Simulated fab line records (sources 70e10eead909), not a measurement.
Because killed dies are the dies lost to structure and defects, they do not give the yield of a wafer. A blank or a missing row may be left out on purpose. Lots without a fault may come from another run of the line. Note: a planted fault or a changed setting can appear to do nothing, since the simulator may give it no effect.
fab line records ; flow nand_harc ; part 1 of 2: steps 1 to 4 of 6
[record] lots = 20; wafers = 60; last_day = 33
route steps=1302 shown P_CONTACT@242 P_M1@299 A_ZERO_WELL@405 A_CHANNEL_HOLE_D1@469
lots untouched by any fault: they come from a run of this same line in which no faults occurred
start_h: hours from the record's first day to the start of the lot's first wafer shown ; wait_h: hours elapsed since this lot's preceding step ; " as in the row above ; L1.1+2: a row that stands for several wafers ; - no value, or no start was given ; * or withheld: withheld ; < > ~ a bound
route shown NAME@n: a module of which the file shows steps, and the number in the route of the first ; usual: mean/standard deviation taken from wafers without a fault ; same: alike in all rows ; chamber/n: place in a boat ; sites: per-site readings ; _std_site: their standard deviation ; _edge_site: mean of outer sites minus mean of inner sites ; radius_mm: how far each site lies from the wafer's centre ; mask NAME#n: copy n ; behind: tool/chamber where the wafer was last shaped ; hold: cause of the lot's hold/its duration in hours/its outcome ; device: transistor that didn't switch, given as n, p or np ; end of line: the route-end tests of the same wafers ; where a step has no rows: the recipe by itself ; killed: at the first sort, the dies lost to defects and structure; wafer yield is something else ; map: dies across one wafer; x = killed, . = not, _ = none there
set.NAME: the setting as run; set.NAME@STEP: as run at that earlier step ; model.NAME: the simulator's own value behind a step, which no gauge read
a sample of lots followed through the steps of the route, with each step as a table and each wafer as a row
services: from which hour (start_h, from the record's first day; less than 0 if before it) a tool's chamber was out of use, for how many hours, and why
[[steps]]
[step NHARC_P_CONTACT_STRIP_28]
[recipe] o2_flow_sccm = 500; ar_flow_sccm = 0; bias_w = 0; chemistry = O2
[usual] drypump_motor_current_A = 5.8/0.43; oes_product_au = 0.998/0.0096; rf_vpp_V = 58.0/0.84; showerhead_plenum_p_Torr = 3.64/0.12; throttle_valve_pct = 17.037/0.0089
lot.wafer;tool;chamber;start_h;wait_h;drypump_motor_current_A;oes_product_au;rf_hours_counter_h;rf_vpp_V;showerhead_plenum_p_Torr;throttle_valve_pct
L074.2;rie_diel-08;1;122.81;0.1;6.6;1.002;2.5;57.9;3.58;17.041
L074.6;rie_diel-08;0;122.81;0.1;6.1;0.990;-;58.7;3.63;17.045
L074.5;rie_diel-08;1;122.81;0.1;6.5;1.012;-;58.0;3.58;17.024
L076.2;rie_diel-10;1;139.71;0.1;5.9;1.003;1.5;58.8;3.55;17.039
L076.1;rie_diel-10;2;139.71;0.1;5.8;1.002;1.4;57.8;3.78;17.021
L076.6;rie_diel-10;0;139.71;0.1;6.0;0.996;-;57.7;3.71;17.044
L078.2;rie_diel-08;0;155.57;0.1;6.1;1.002;3.9;58.1;3.63;17.032
L078.3;rie_diel-08;3;155.57;0.1;4.9;0.994;3.9;57.8;3.52;17.029
L078.6;rie_diel-08;1;155.57;0.1;6.6;1.010;-;56.0;3.58;17.036
L079.3;rie_diel-03;3;166.52;0.1;6.0;1.009;3.3;57.0;3.68;17.048
L079.4;rie_diel-03;1;166.52;0.1;5.8;1.004;2.9;59.4;3.73;17.047
L079.5;rie_diel-03;3;166.52;0.1;6.0;0.995;-;58.1;3.68;17.022
L075.1;rie_diel-03;0;177.91;0.1;5.0;0.999;4.2;56.9;3.76;17.051
L075.2;rie_diel-03;1;177.91;0.1;5.8;0.999;3.8;58.6;3.73;17.018
L075.3;rie_diel-03;3;177.91;0.1;6.0;0.989;4.0;56.9;3.68;17.043
L080.1;rie_diel-03;1;180.81;0.1;5.9;1.001;3.8;58.3;3.73;17.037
L080.3;rie_diel-03;2;180.81;0.1;5.4;1.002;4.3;56.9;3.35;17.044
L080.5;rie_diel-03;0;180.81;0.1;5.0;1.003;-;60.1;3.76;17.046
L081.3;rie_diel-10;1;188.45;0.1;5.9;1.009;2.4;57.4;3.55;17.043
L081.2;rie_diel-10;2;188.45;0.1;5.7;1.006;2.4;57.2;3.78;17.033
L081.5;rie_diel-10;2;188.45;0.1;5.8;0.993;-;57.6;3.78;17.037
L082.2;rie_diel-10;1;195.62;0.1;5.9;1.001;2.6;57.0;3.55;17.036
L082.4;rie_diel-10;2;195.62;0.1;5.8;0.989;2.6;59.0;3.78;17.054
L082.1;rie_diel-10;3;195.62;0.1;6.0;0.988;2.6;58.5;3.67;17.048
L083.2;rie_diel-10;3;215.79;0.1;6.0;0.991;2.9;58.8;3.67;17.034
L083.1;rie_diel-10;0;215.79;0.1;6.0;0.990;2.9;56.7;3.71;17.035
L083.6;rie_diel-10;2;215.79;0.1;5.8;1.001;-;58.5;3.78;17.044
L084.2;rie_diel-10;3;217.68;0.1;6.0;0.988;2.9;58.5;3.67;17.043
L084.1;rie_diel-10;0;217.68;0.1;6.0;0.999;3.0;57.7;3.71;17.049
L084.6;rie_diel-10;2;217.68;0.1;5.8;0.993;-;58.8;3.78;17.039
L086.3;rie_diel-10;0;241.72;0.1;6.0;0.985;3.6;58.0;3.71;17.048
L086.1;rie_diel-10;2;241.72;0.1;5.8;0.986;3.8;57.2;3.78;17.022
L086.5;rie_diel-10;1;241.72;0.1;6.0;0.989;-;58.9;3.55;17.029
L087.4;rie_diel-03;0;260.60;0.1;5.0;1.011;8.0;58.2;3.76;17.044
L087.1;rie_diel-03;2;260.60;0.1;5.4;1.010;8.0;56.9;3.35;17.034
L087.6;rie_diel-03;0;260.60;0.1;5.0;0.998;-;58.6;3.76;17.043
L090.3;rie_diel-08;1;273.91;0.1;6.5;1.010;2.2;57.9;3.58;17.032
L090.1;rie_diel-08;0;273.91;0.1;6.1;0.986;2.6;55.2;3.63;17.042
L090.6;rie_diel-08;1;273.91;0.1;6.5;1.019;-;58.8;3.58;17.032
L091.2;rie_diel-08;3;283.75;0.1;4.9;0.988;2.6;56.8;3.52;17.045
L091.4;rie_diel-08;0;283.75;0.1;6.1;0.985;2.8;58.2;3.63;17.024
L091.6;rie_diel-08;0;283.75;0.1;6.1;0.992;-;59.2;3.63;17.046
L092.4;rie_diel-08;0;292.49;0.1;6.1;0.986;3.0;58.9;3.63;17.036
L092.2;rie_diel-08;1;292.49;0.1;6.5;1.013;2.6;58.4;3.58;17.048
L092.3;rie_diel-08;2;292.49;0.1;6.1;1.006;2.3;59.1;3.73;17.035
L093.3;rie_diel-03;3;305.02;0.1;6.0;1.007;0.6;57.9;3.68;17.032
L093.5;rie_diel-03;1;305.02;0.1;5.9;0.994;-;56.4;3.72;17.021
L093.6;rie_diel-03;2;305.02;0.1;5.4;1.001;-;58.9;3.35;17.027
L094.4;rie_diel-03;1;318.80;0.1;5.9;1.007;0.9;58.6;3.72;17.041
L094.1;rie_diel-03;0;318.80;0.1;5.0;1.017;1.1;58.3;3.76;17.030
L094.5;rie_diel-03;1;318.80;0.1;5.9;0.999;-;59.0;3.72;17.036
L095.1;rie_diel-10;3;329.51;0.1;6.0;0.982;1.6;58.7;3.67;17.042
L095.5;rie_diel-10;3;329.51;0.1;6.0;0.987;-;57.9;3.67;17.045
L095.6;rie_diel-10;0;329.51;0.1;6.0;0.996;-;58.5;3.71;17.039
L096.1;rie_diel-08;0;336.25;0.1;6.1;0.997;4.8;58.6;3.62;17.063
L096.3;rie_diel-08;1;336.25;0.1;6.5;1.017;4.5;59.5;3.58;17.030
L096.5;rie_diel-08;3;336.25;0.1;4.9;0.997;-;57.9;3.51;17.048
L097.1;rie_diel-03;2;345.80;0.1;5.4;0.986;2.0;57.1;3.35;17.039
L097.3;rie_diel-03;1;345.80;0.1;5.9;1.003;2.1;57.3;3.72;17.035
L097.6;rie_diel-03;2;345.80;0.1;5.4;0.995;-;57.8;3.35;17.034
[step NHARC_P_M1_ETCH_35]
[recipe] target_depth_a = 400; overetch_a = 120; time_s = 43.94; ion_energy_ev = 200; n2_flow_sccm = 150; h2_flow_sccm = 150; ar_flow_sccm = 0; rf_w = 400; bias_w = 150; chemistry = N2/H2
[usual] drypump_motor_current_A = 5.6/0.41; oes_product_au = 1.005/0.0099; rf_vpp_V = 432.0/2.2; showerhead_plenum_p_Torr = 2.10/0.073; throttle_valve_pct = 14.171/0.0082
lot.wafer;tool;chamber;start_h;wait_h;drypump_motor_current_A;oes_product_au;rf_hours_counter_h;rf_vpp_V;showerhead_plenum_p_Torr;throttle_valve_pct
L074.2;rie_diel-05;3;130.01;0.1;6.0;1.007;5;434.4;2.13;14.172
L074.5;rie_diel-05;2;130.01;0.1;6.4;1.010;-;428.5;1.97;14.166
L074.6;rie_diel-05;3;130.01;0.1;6.0;1.003;-;433.8;2.13;14.180
L076.1;rie_diel-05;0;146.91;0.1;5.2;1.008;6;431.5;2.07;14.172
L076.2;rie_diel-05;3;146.91;0.1;6.1;1.007;7;433.0;2.13;14.174
L076.6;rie_diel-05;1;146.91;0.1;5.6;0.990;-;433.3;2.15;14.168
L078.3;rie_diel-05;2;163.47;0.1;6.4;1.003;8;429.5;1.97;14.178
L078.2;rie_diel-05;0;163.47;0.1;5.2;1.009;7;431.9;2.07;14.148
L078.6;rie_diel-05;1;163.47;0.1;5.7;0.987;-;433.7;2.15;14.155
L079.3;rie_diel-05;0;174.12;0.1;5.2;1.002;7;430.6;2.07;14.157
L079.4;rie_diel-05;1;174.12;0.1;5.7;0.990;8;432.6;2.15;14.171
L079.5;rie_diel-05;1;174.12;0.1;5.7;0.995;-;434.3;2.15;14.166
L075.3;rie_diel-01;0;185.16;0.1;5.1;1.011;12;431.6;2.05;14.168
L075.1;rie_diel-01;1;185.16;0.1;5.3;1.018;10;435.0;2.20;14.172
L075.2;rie_diel-01;3;185.16;0.1;6.0;1.022;13;430.5;2.07;14.165
L080.1;rie_diel-01;1;188.19;0.1;5.3;1.013;10;434.2;2.20;14.174
L080.3;rie_diel-01;2;188.19;0.1;5.6;1.008;12;433.2;2.14;14.160
L080.5;rie_diel-01;0;188.19;0.1;5.1;1.019;-;430.1;2.05;14.170
L081.2;rie_diel-01;0;195.68;0.1;5.1;1.028;12;432.1;2.05;14.155
L081.3;rie_diel-01;1;195.68;0.1;5.3;1.010;11;435.2;2.20;14.181
L081.5;rie_diel-01;1;195.68;0.1;5.3;1.018;-;433.5;2.20;14.188
L082.2;rie_diel-05;1;202.98;0.1;5.7;0.989;11;434.0;2.15;14.175
L082.4;rie_diel-05;2;202.98;0.1;6.3;0.996;11;428.7;1.97;14.175
L082.1;rie_diel-05;3;202.98;0.1;6.1;1.026;10;433.6;2.13;14.168
L083.2;rie_diel-01;3;223.19;0.1;5.9;1.008;1;430.8;2.07;14.170
L083.1;rie_diel-01;2;223.19;0.1;5.6;0.985;0;432.3;2.14;14.166
L083.6;rie_diel-01;3;223.19;0.1;5.9;1.009;-;432.1;2.07;14.165
L084.1;rie_diel-01;2;225.27;0.1;5.6;0.990;0;433.9;2.14;14.172
L084.2;rie_diel-01;3;225.27;0.1;6.0;1.002;1;430.5;2.07;14.169
L084.6;rie_diel-01;0;225.27;0.1;5.1;1.001;-;430.3;2.05;14.180
L086.3;rie_diel-01;0;249.09;0.1;5.1;1.015;3;429.2;2.05;14.172
L086.1;rie_diel-01;2;249.09;0.1;5.6;0.997;2;432.8;2.14;14.169
L086.5;rie_diel-01;0;249.09;0.1;5.1;1.012;-;430.6;2.05;14.161
L087.4;rie_diel-05;0;267.92;0.1;5.2;1.008;3;430.0;2.07;14.179
L087.1;rie_diel-05;1;267.92;0.1;5.7;0.996;3;434.3;2.15;14.170
L087.6;rie_diel-05;0;267.92;0.1;5.2;1.002;-;430.3;2.07;14.167
L090.3;rie_diel-01;2;281.78;0.1;5.6;0.999;3;433.4;2.14;14.165
L090.1;rie_diel-01;3;281.78;0.1;5.9;1.012;4;431.0;2.07;14.175
L090.6;rie_diel-01;1;281.78;0.1;5.3;1.007;-;435.4;2.20;14.150
L091.2;rie_diel-05;2;291.00;0.1;6.3;1.007;4;429.5;1.97;14.182
L091.4;rie_diel-05;1;291.00;0.1;5.7;0.991;5;433.3;2.15;14.172
L091.6;rie_diel-05;2;291.00;0.1;6.3;1.007;-;429.1;1.97;14.173
L092.4;rie_diel-09;3;300.43;0.6;6.3;1.002;49;434.8;2.20;14.165
L092.3;rie_diel-09;0;300.43;0.6;5.8;1.002;46;434.6;2.20;14.176
L092.2;rie_diel-09;1;300.43;0.6;6.3;0.987;46;435.1;2.18;14.179
L093.3;rie_diel-01;1;312.42;0.1;5.3;1.004;7;435.4;2.20;14.167
L093.5;rie_diel-01;3;312.42;0.1;5.9;1.002;-;431.9;2.07;14.180
L093.6;rie_diel-01;0;312.42;0.1;5.1;1.010;-;430.4;2.04;14.160
L094.4;rie_diel-05;0;326.44;0.1;5.2;0.990;9;431.7;2.07;14.179
L094.1;rie_diel-05;3;326.44;0.1;6.1;0.996;9;431.4;2.12;14.165
L094.5;rie_diel-05;0;326.44;0.1;5.2;0.998;-;431.3;2.07;14.173
L095.1;rie_diel-01;2;336.76;0.1;5.6;0.995;8;433.5;2.14;14.159
L095.6;rie_diel-01;1;336.76;0.1;5.3;1.003;-;435.2;2.20;14.170
L095.5;rie_diel-01;0;336.76;0.1;5.2;1.012;-;432.0;2.04;14.179
L096.3;rie_diel-01;3;343.43;0.1;6.0;1.009;6;431.3;2.07;14.171
L096.1;rie_diel-01;1;343.43;0.1;5.3;1.013;9;434.5;2.20;14.166
L096.5;rie_diel-01;3;343.43;0.1;6.0;1.012;-;430.4;2.07;14.165
L097.1;rie_diel-01;0;353.14;0.1;5.1;1.007;9;430.7;2.04;14.179
L097.3;rie_diel-01;1;353.14;0.1;5.3;1.011;9;434.4;2.20;14.164
L097.6;rie_diel-01;0;353.14;0.1;5.1;1.009;-;431.1;2.04;14.159
[step NHARC_A_ZERO_WELL_ETCH_13]
[recipe] target_depth_a = 1200; time_s = 40.1; hbr_flow_sccm = 150; cl2_flow_sccm = 50; rf_w = 400; icp_w = 400; bias_w = 100; chemistry = HBr/Cl2
[usual] drypump_motor_current_A = 5.4/0.31; oes_product_au = 1.001/0.012; throttle_valve_pct = 26.406/0.01
lot.wafer;tool;chamber;start_h;wait_h;drypump_motor_current_A;oes_product_au;rf_hours_counter_h;throttle_valve_pct
L074.2;rie_si-05;0;142.98;-;5.3;0.986;0.0;26.401
L074.6;rie_si-05;2;142.98;-;5.4;0.999;-;26.404
L074.5;rie_si-05;3;142.98;-;5.2;0.974;-;26.400
L076.2;rie_si-05;1;159.52;-;5.3;0.997;0.1;26.420
L076.1;rie_si-05;3;159.52;-;5.2;0.985;0.1;26.421
L076.6;rie_si-05;1;159.52;-;5.3;0.990;-;26.388
L078.3;rie_si-06;3;176.34;-;5.1;1.007;0.4;26.398
L078.2;rie_si-06;1;176.34;-;5.3;1.002;0.7;26.398
L078.6;rie_si-06;0;176.34;-;4.8;1.000;-;26.424
L079.3;rie_si-02;0;186.79;-;4.9;1.002;0.5;26.420
L079.4;rie_si-02;3;186.79;-;5.9;1.021;-;26.416
L079.5;rie_si-02;0;186.79;-;4.9;1.008;-;26.394
L075.3;rie_si-06;2;198.06;-;5.7;1.026;0.8;26.410
L075.1;rie_si-06;3;198.06;-;5.1;1.004;0.5;26.401
L075.2;rie_si-06;0;198.06;-;4.8;0.996;0.9;26.396
L080.1;rie_si-02;1;201.67;-;5.6;1.015;0.6;26.410
L080.3;rie_si-02;2;201.67;-;5.8;1.006;0.6;26.402
L080.5;rie_si-02;1;201.67;-;5.6;1.010;-;26.396
L081.2;rie_si-06;3;208.42;-;5.1;1.006;0.6;26.414
L081.3;rie_si-06;0;208.42;-;4.8;1.000;1.0;26.420
L081.5;rie_si-06;2;208.42;-;5.7;1.020;-;26.413
L082.2;rie_si-02;2;215.84;-;5.7;0.995;0.8;26.395
L082.4;rie_si-02;3;215.84;-;6.0;1.034;0.7;26.404
L082.1;rie_si-02;0;215.84;-;5.0;1.002;0.7;26.416
L083.1;rie_si-06;2;237.68;-;5.7;1.014;1.0;26.407
L083.2;rie_si-06;0;237.68;-;4.8;1.006;1.1;26.407
L083.6;rie_si-06;2;237.68;-;5.7;1.009;-;26.399
L084.2;rie_si-05;2;238.73;-;5.4;1.001;0.8;26.422
L084.1;rie_si-05;1;238.73;-;5.3;0.994;0.6;26.405
L084.6;rie_si-05;2;238.73;-;5.4;1.002;-;26.407
L086.1;rie_si-06;0;262.04;-;4.8;0.990;0.0;26.409
L086.3;rie_si-06;1;262.04;-;5.3;0.998;0.0;26.423
L086.5;rie_si-06;1;262.04;-;5.3;0.998;-;26.402
L087.1;rie_si-06;3;281.25;-;5.2;1.011;0.1;26.417
L087.4;rie_si-06;0;281.25;-;4.9;0.988;0.2;26.391
L087.6;rie_si-06;1;281.25;-;5.3;0.997;-;26.401
L090.3;rie_si-05;3;294.66;-;5.2;0.984;1.1;26.405
L090.1;rie_si-05;0;294.66;-;5.2;0.989;1.0;26.395
L090.6;rie_si-05;3;294.66;-;5.2;0.982;-;26.417
L091.2;rie_si-02;0;304.80;-;5.0;1.003;0.2;26.408
L091.4;rie_si-02;0;304.80;-;4.9;1.007;-;26.396
L091.6;rie_si-02;1;304.80;-;5.6;1.004;-;26.394
L092.2;rie_si-02;3;313.18;-;6.0;1.020;0.2;26.406
L092.3;rie_si-02;1;313.18;-;5.6;0.999;0.2;26.413
L092.4;rie_si-02;3;313.18;-;6.0;1.007;-;26.401
L093.3;rie_si-05;3;325.04;-;5.2;0.989;0.1;26.408
L093.6;rie_si-05;3;325.04;-;5.2;0.998;-;26.393
L093.5;rie_si-05;0;325.04;-;5.3;0.996;-;26.404
L094.1;rie_si-05;3;339.55;-;5.2;0.984;0.2;26.427
L094.4;rie_si-05;2;339.55;-;5.4;0.980;0.1;26.405
L094.5;rie_si-05;0;339.55;-;5.3;1.000;-;26.403
L095.1;rie_si-02;0;350.18;-;4.9;1.008;0.5;26.398
L095.5;rie_si-02;0;350.18;-;4.9;1.001;-;26.408
L095.6;rie_si-02;1;350.18;-;5.6;1.000;-;26.416
L096.1;rie_si-05;3;356.53;-;5.2;0.991;0.3;26.405
L096.3;rie_si-05;0;356.53;-;5.2;0.994;0.3;26.405
L096.5;rie_si-05;2;356.53;-;5.3;0.983;-;26.403
L097.1;rie_si-02;3;365.94;-;6.0;1.008;0.6;26.417
L097.3;rie_si-02;1;365.94;-;5.6;1.002;0.6;26.404
L097.6;rie_si-02;2;365.94;-;5.7;0.986;-;26.396
[step NHARC_A_CHANNEL_HOLE_D1_ETCH_16]
[recipe] target_depth_a = 31000; over_etch_frac = 0.3; time_s = 806; ion_energy_ev = 150; o2_flow_sccm = 400; cos_flow_sccm = 20; ar_flow_sccm = 0; rf_w = 500; bias_w = 300; chemistry = O2/COS
[usual] drypump_motor_current_A = 5.8/0.46; oes_product_au = 0.998/0.01; rf_vpp_V = 314.9/2.1; showerhead_plenum_p_Torr = 3.17/0.13; throttle_valve_pct = 28.330/0.0095
lot.wafer;tool;chamber;start_h;wait_h;drypump_motor_current_A;oes_product_au;rf_hours_counter_h;rf_vpp_V;showerhead_plenum_p_Torr;throttle_valve_pct
L074.2;rie_diel-05;1;-;-;5.7;0.998;10;317.9;3.28;28.326
L074.5;rie_diel-05;1;-;-;5.7;1.007;-;317.2;3.28;28.321
L074.6;rie_diel-05;2;-;-;6.3;0.993;-;313.7;3.03;28.329
L076.2;rie_diel-05;2;-;-;6.4;1.002;12;312.5;3.02;28.323
L076.1;rie_diel-05;1;-;-;5.7;0.996;12;316.5;3.28;28.330
L076.6;rie_diel-05;2;-;-;6.3;1.001;-;312.0;3.02;28.332
L078.3;rie_diel-09;3;-;-;6.3;0.989;21;318.0;3.36;28.334
L078.2;rie_diel-09;1;-;-;6.3;0.979;16;316.7;3.33;28.334
L078.6;rie_diel-09;0;-;-;5.9;0.998;-;317.7;3.36;28.330
L079.3;rie_diel-09;2;-;-;5.6;1.000;26;312.0;2.95;28.323
L079.4;rie_diel-09;3;-;-;6.3;0.993;29;317.5;3.36;28.344
L079.5;rie_diel-09;3;-;-;6.2;0.993;-;316.8;3.36;28.332
L075.1;rie_diel-05;3;-;-;6.0;0.998;0;316.7;3.24;28.317
L075.3;rie_diel-05;0;-;-;5.2;0.987;0;314.4;3.16;28.317
L075.2;rie_diel-05;2;-;-;6.3;1.009;0;312.9;3.02;28.314
L080.1;rie_diel-05;2;-;-;6.3;1.013;1;312.3;3.02;28.317
L080.3;rie_diel-05;1;-;-;5.7;0.979;1;317.5;3.28;28.317
L080.5;rie_diel-05;2;-;-;6.3;1.013;-;312.7;3.02;28.324
L081.2;rie_diel-05;1;-;-;5.7;0.988;2;316.2;3.28;28.316
L081.3;rie_diel-05;2;-;-;6.4;1.016;2;312.1;3.02;28.344
L081.5;rie_diel-05;2;-;-;6.3;1.014;-;311.5;3.02;28.339
L082.2;rie_diel-06;2;-;-;4.9;0.994;35;313.1;3.10;28.315
L082.1;rie_diel-06;3;-;-;5.4;0.995;39;311.1;2.95;28.330
L082.4;rie_diel-06;0;-;-;5.4;1.004;38;312.4;3.00;28.338
L084.1;rie_diel-05;0;-;-;5.2;0.996;4;314.6;3.16;28.334
L084.2;rie_diel-05;1;-;-;5.7;0.989;4;317.1;3.28;28.336
L084.6;rie_diel-05;3;-;-;6.1;1.007;-;316.4;3.24;28.338
L083.2;rie_diel-05;3;-;-;6.0;1.007;4;314.1;3.24;28.337
L083.1;rie_diel-05;2;-;-;6.4;1.011;4;314.3;3.02;28.328
L083.6;rie_diel-05;0;-;-;5.2;0.989;-;315.7;3.16;28.343
L086.3;rie_diel-06;2;-;-;4.9;0.998;51;312.9;3.09;28.336
L086.1;rie_diel-06;3;-;-;5.4;0.997;58;312.7;2.94;28.325
L086.5;rie_diel-06;2;-;-;4.9;0.995;-;312.7;3.09;28.330
L087.4;rie_diel-05;0;-;-;5.2;0.996;9;314.0;3.16;28.343
L087.1;rie_diel-05;1;-;-;5.7;0.982;8;315.0;3.28;28.316
L087.6;rie_diel-05;3;-;-;6.0;0.993;-;315.4;3.24;28.348
L090.3;rie_diel-06;1;-;-;5.2;0.999;10;317.5;3.34;28.323
L090.1;rie_diel-06;3;-;-;5.4;0.988;10;311.8;2.93;28.343
L090.6;rie_diel-06;2;-;-;4.9;0.993;-;314.0;3.08;28.330
L091.2;rie_diel-05;1;-;-;5.7;0.983;11;317.1;3.27;28.339
L091.4;rie_diel-05;2;-;-;6.4;1.000;10;313.7;3.02;28.346
L091.6;rie_diel-05;1;-;-;5.7;0.986;-;315.5;3.27;28.327
L092.3;rie_diel-05;3;-;-;6.1;0.995;11;315.5;3.24;28.340
L092.2;rie_diel-05;0;-;-;5.2;0.990;12;314.9;3.16;28.339
L092.4;rie_diel-05;0;-;-;5.2;0.994;-;314.7;3.16;28.327
L093.3;rie_diel-09;1;-;-;6.3;1.004;12;316.2;3.31;28.333
L093.6;rie_diel-09;3;-;-;6.2;0.995;-;316.8;3.34;28.337
L093.5;rie_diel-09;0;-;-;5.9;1.016;-;316.9;3.34;28.326
L094.4;rie_diel-09;3;-;-;6.3;1.004;17;317.7;3.34;28.323
L094.1;rie_diel-09;2;-;-;5.7;0.992;17;311.4;2.93;28.337
L094.5;rie_diel-09;3;-;-;6.3;1.000;-;316.8;3.34;28.340
L095.1;rie_diel-05;1;-;-;5.7;0.997;13;316.6;3.27;28.343
L095.5;rie_diel-05;0;-;-;5.2;0.999;-;314.1;3.16;28.325
L095.6;rie_diel-05;1;-;-;5.7;0.991;-;315.6;3.27;28.340
L096.1;rie_diel-05;3;-;-;6.0;1.015;15;316.8;3.24;28.311
L096.3;rie_diel-05;0;-;-;5.2;0.996;16;314.4;3.16;28.329
L096.5;rie_diel-05;2;-;-;6.4;1.002;-;312.2;3.02;28.332
L097.1;rie_diel-06;0;-;-;5.4;0.998;29;310.1;2.97;28.330
L097.3;rie_diel-06;1;-;-;5.2;0.993;28;317.2;3.33;28.323
L097.6;rie_diel-06;1;-;-;5.2;0.996;-;317.2;3.33;28.347
